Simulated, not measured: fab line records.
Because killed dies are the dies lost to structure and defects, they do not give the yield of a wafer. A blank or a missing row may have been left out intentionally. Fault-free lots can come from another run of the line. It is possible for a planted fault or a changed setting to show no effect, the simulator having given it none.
3 desks, one fault / flow n5-finfet / each desk has only its own numbers; what lay behind them comes last

== THE DEFECT DESK ==
Lot by lot, what the route's inspections counted, given as the mean of those sampled wafers with a number. Any lot whose mean is over 4 standard deviations away from the usual mean is out of limits and marked OUT; that distance is given in the brackets.
Columns: A = raw-defect-count at N5_BEOL_M5_INSPECT_30, usual 398
lot=L980; first seen here=day 9 11:58; A=277
lot=L988; first seen here=day 11 21:16; A=320
lot=L989; first seen here=day 11 21:19; A=549
lot=L993; first seen here=day 13 05:38; A=523
lot=L997; first seen here=day 14 09:00; A=295
This desk's verdict: no lot among the 5 shows anything out of limits.

== THE METROLOGY DESK ==
What the gauges read, lot by lot, whatever tool the lot ran on: means of the sampled wafers that have a number. Any lot whose mean is over 4 standard deviations away from the usual mean is out of limits and marked OUT; that distance is given in the brackets.
Columns: A = cd-nm at N5_BEOL_M5_CD_MEAS_28, usual 30.66 nm; B = V4_OVL at N5_BEOL_M5_OVL_MEAS_29, usual -0.4 nm
lot=L980; first seen here=day 9 11:53; A=30.25; B=-0.7
lot=L988; first seen here=day 11 21:11; A=30.59; B=-1.0
lot=L989; first seen here=day 11 21:14; A=30.86; B=-0.4
lot=L993; first seen here=day 13 05:34; A=30.73; B=-1.9
lot=L997; first seen here=day 14 08:55; A=30.64; B=-0.3
This desk's verdict: no lot among the 5 shows anything out of limits.

== THE TOOL OWNER'S DESK: rie-diel-02 ==
The tool's own readings at N5_BEOL_M5_ETCH_68 (etches SOC in N2/H2, target depth 80 nm, overetch 16 nm, time 120 s): means of the sampled wafers that have a number, for each lot that ran on this tool. Any lot whose mean is over 4 standard deviations away from the usual mean is out of limits and marked OUT; that distance is given in the brackets.
Columns: A = bias-w at N5_BEOL_M5_ETCH_68, usual 150.0 W; B = drypump-motor-current-A at N5_BEOL_M5_ETCH_68, usual 5.9 A; C = oes-product-au at N5_BEOL_M5_ETCH_68, usual 0.61 a.u.; D = rf-vpp-V at N5_BEOL_M5_ETCH_68, usual 524.8 V; E = showerhead-plenum-p-Torr at N5_BEOL_M5_ETCH_68, usual 2.58 Torr; F = throttle-valve-pct at N5_BEOL_M5_ETCH_68, usual 17.76 %
lot=L988; first seen here=day 11 21:43; A=162.0 (+29) OUT; B=5.7; C=0.60; D=549.1 (+11) OUT; E=2.56; F=17.75
lot=L997; first seen here=day 14 09:12; A=150.0; B=5.7; C=0.59; D=524.4; E=2.58; F=17.86
This desk finds L988 out of limits, L988 being first, at day 11 21:43 (bias-w at N5_BEOL_M5_ETCH_68). L997 stayed within limits.

== BROUGHT TOGETHER ==
An alarm could have come from the tool owner's desk at day 11 21:43, on L988.
The defect desk saw nothing out of limits.
At the metrology desk, nothing out of limits was observed.
The defect desk has L988 on record, within its limits.
The metrology desk holds a record of L988, inside its limits.
N5_BEOL_M5_ETCH_68 was run on rie-diel-02 by each of the lots named.

== WHAT HAD BEEN PUT IN BY THE SIMULATOR ==
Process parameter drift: rie-diel-02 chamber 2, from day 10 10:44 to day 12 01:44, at N5_BEOL_M5_ETCH_68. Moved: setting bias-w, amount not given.
Shown lots that were struck: L988.
Time in hours from fault onset to the first out-of-limits reading at each desk: the tool owner's desk, 35.
